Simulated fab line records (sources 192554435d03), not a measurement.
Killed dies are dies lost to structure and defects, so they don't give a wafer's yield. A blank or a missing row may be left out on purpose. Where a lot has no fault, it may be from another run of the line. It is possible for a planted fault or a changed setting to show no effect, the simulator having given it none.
Shared-tool check | flow n5Finfet | Sampled: 8 lots, 22 wafers

## THE REASON FOR OPENING IT
Flagged at N5_BEOL_M14_CD_MEAS_10: reading cdNm, on 2 of 8 lots. Wafers without a fault read 249.0 nm, standard deviation 1.8.
Rule: a lot gets a flag if all its wafers with a number sit over 4 standard deviations from that mean, or if no wafer of it has a number. The rest of the lots are taken to be sound.

lot  | measured     | on       | cdNm (nm), wafer by wafer | flag
L749 | day 10 20:58 | cdSem-02 | 250.1 251.1 249.4         | 
L750 | day 11 04:15 | cdSem-01 | 234.0 233.2               | FLAGGED
L755 | day 12 19:17 | cdSem-02 | 239.3 239.8               | FLAGGED
L764 | day 14 17:46 | cdSem-02 | 251.2 248.5 248.0         | 
L763 | day 15 10:20 | cdSem-01 | 250.1 250.2 247.5         | 
L767 | day 15 19:21 | cdSem-03 | 248.3 251.2 252.0         | 
L768 | day 16 15:47 | cdSem-02 | 247.0 251.9 247.1         | 
L770 | day 17 00:32 | cdSem-02 | 252.2 249.1 250.9         | 
Average over the flagged lots: 236.6 nm; offset from the usual -12.4 nm, equal to -7 standard deviations.

## EACH LOT AND THE TOOL IT RAN ON
2 process steps preceding the reading are held in the record, out of 1938 steps in the route. In each cell: the tool, then ch and the chambers that the sampled wafers went through, then the start.
lot  | flag    | N5_BEOL_M13_CMP_49            | N5_BEOL_M14_EXPOSE_07
L749 |         | cmp-03 ch 0,1,3, day 10 20:01 | krfScanner-01 ch 0, day 10 20:47
L750 | FLAGGED | cmp-03 ch 2,3, day 11 03:19   | krfScanner-01 ch 0, day 11 04:05
L755 | FLAGGED | cmp-02 ch 0,3, day 12 18:15   | krfScanner-01 ch 0, day 12 19:07
L764 |         | cmp-03 ch 0,1,3, day 14 16:42 | krfScanner-02 ch 0, day 14 17:36
L763 |         | cmp-03 ch 1,3, day 15 09:13   | krfScanner-02 ch 0, day 15 10:09
L767 |         | cmp-02 ch 1,3, day 15 18:15   | krfScanner-02 ch 0, day 15 19:11
L768 |         | cmp-04 ch 0,1,2, day 16 14:46 | krfScanner-02 ch 0, day 16 15:37
L770 |         | cmp-04 ch 0,3, day 16 23:26   | krfScanner-02 ch 0, day 17 00:23
What these steps do:
- N5_BEOL_M13_CMP_49: polishes, stops on SiOC, t overpolish 17.1 s, target thk 420 nm.
- N5_BEOL_M14_EXPOSE_07: exposes mask V13.
- N5_BEOL_M14_CD_MEAS_10: target cd 250 nm.

## FLAGGED AGAINST TOTAL, ONE TOOL AT A TIME (gauges that did the reading follow at the end)
step                   | tool          | lots run | flagged | share of the flagged lots | sound lots run after its first flagged lot
N5_BEOL_M13_CMP_49     | cmp-02        | 2        | 1       | some                      | 1 (L767)
N5_BEOL_M13_CMP_49     | cmp-03        | 4        | 1       | some                      | 2 (L764,L763)
N5_BEOL_M13_CMP_49     | cmp-04        | 2        | 0       | none                      | -
N5_BEOL_M14_EXPOSE_07  | krfScanner-01 | 3        | 2       | all                       | 0
N5_BEOL_M14_EXPOSE_07  | krfScanner-02 | 5        | 0       | none                      | -
N5_BEOL_M14_CD_MEAS_10 | cdSem-01      | 2        | 1       | some                      | 1 (L763)
N5_BEOL_M14_CD_MEAS_10 | cdSem-02      | 5        | 1       | some                      | 3 (L764,L768,L770)
N5_BEOL_M14_CD_MEAS_10 | cdSem-03      | 1        | 0       | none                      | -

## THE TABLE: WHAT IT ALLOWS
In the table, 1 row covers all flagged lots: krfScanner-01 at N5_BEOL_M14_EXPOSE_07.
- krfScanner-01 at N5_BEOL_M14_EXPOSE_07: 2 of its 3 lots flagged. A fault beginning between L749 (day 10 20:47), its last sound lot, and L750 (day 11 04:05), its first flagged one, fits the data. Its own readings (exposureDoseMJCm2) fall more than 4 standard deviations out on all wafers of the flagged lots.
What remains is a single tool, krfScanner-01 at N5_BEOL_M14_EXPOSE_07.

## WHAT WAS PUT IN BY THE SIMULATOR
Process parameters drifting: krfScanner-01 at N5_BEOL_M14_EXPOSE_07, beginning at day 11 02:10. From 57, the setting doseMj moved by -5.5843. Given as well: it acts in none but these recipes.
Lots struck among those shown: L750, L755. The rule given above showed the same thing.
